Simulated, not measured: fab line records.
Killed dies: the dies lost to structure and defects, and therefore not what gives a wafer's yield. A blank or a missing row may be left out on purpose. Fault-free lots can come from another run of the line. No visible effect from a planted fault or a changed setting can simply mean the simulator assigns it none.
Chamber matching + flow n5Finfet + N5_MOL_CONTACT_COAG_ALD_131 on aldSin-01: 4 sister chambers
The step deposits SiO2, target thk 5 nm, pulse time 1 s, co reactant pulse time 1 s. 4 wafers are shown with their chamber, then 9 later ones without.

WAFERS WITH THEIR CHAMBER
| wafer  | chamber | heaterPowerW (W) |
|--------|---------|------------------|
| L083.2 | 1       | 57               |
| L083.3 | 0       | 89               |
| L084.5 | 3       | 99               |
| L084.6 | 2       | 65               |

WAFERS WITHOUT THEIR CHAMBER
| wafer  | heaterPowerW (W) |
|--------|------------------|
| L090.1 | 99               |
| L090.2 | 71               |
| L090.3 | 87               |
| L094.1 | 72               |
| L094.2 | 52               |
| L094.5 | 99               |
| L096.1 | 72               |
| L096.2 | 98               |
| L096.6 | 72               |

CHAMBER TAKEN BY EACH
| wafer  | from the rows above     | in truth |
|--------|-------------------------|----------|
| L090.1 | 3                       | 3        |
| L090.2 | can't be placed: 2 or 1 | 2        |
| L090.3 | 0                       | 0        |
| L094.1 | can't be placed: 2 or 1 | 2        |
| L094.2 | can't be placed: 1 or 2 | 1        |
| L094.5 | 3                       | 3        |
| L096.1 | can't be placed: 2 or 1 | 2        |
| L096.2 | can't be placed: 3 or 0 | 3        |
| L096.6 | can't be placed: 2 or 1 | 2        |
Placed correctly: 3 of 9. Unplaceable from these rows: 6, with the true chamber sitting among the candidates in 6. Placed wrongly: 0.
How it was worked out, from the rows above alone: a wafer's distance from a chamber is the root of the sum, over the readings, of the square of ((its reading less the chamber's mean) divided by the reading's scatter). If the next closest chamber is less than 2 further off than the closest, the wafer can't be placed; otherwise it belongs to the closest. A chamber's mean is the mean of its shown wafers. The scatter (one wafer shown for each chamber): square how far every hidden wafer sits from the nearest shown wafer, average those squares and take the square root.
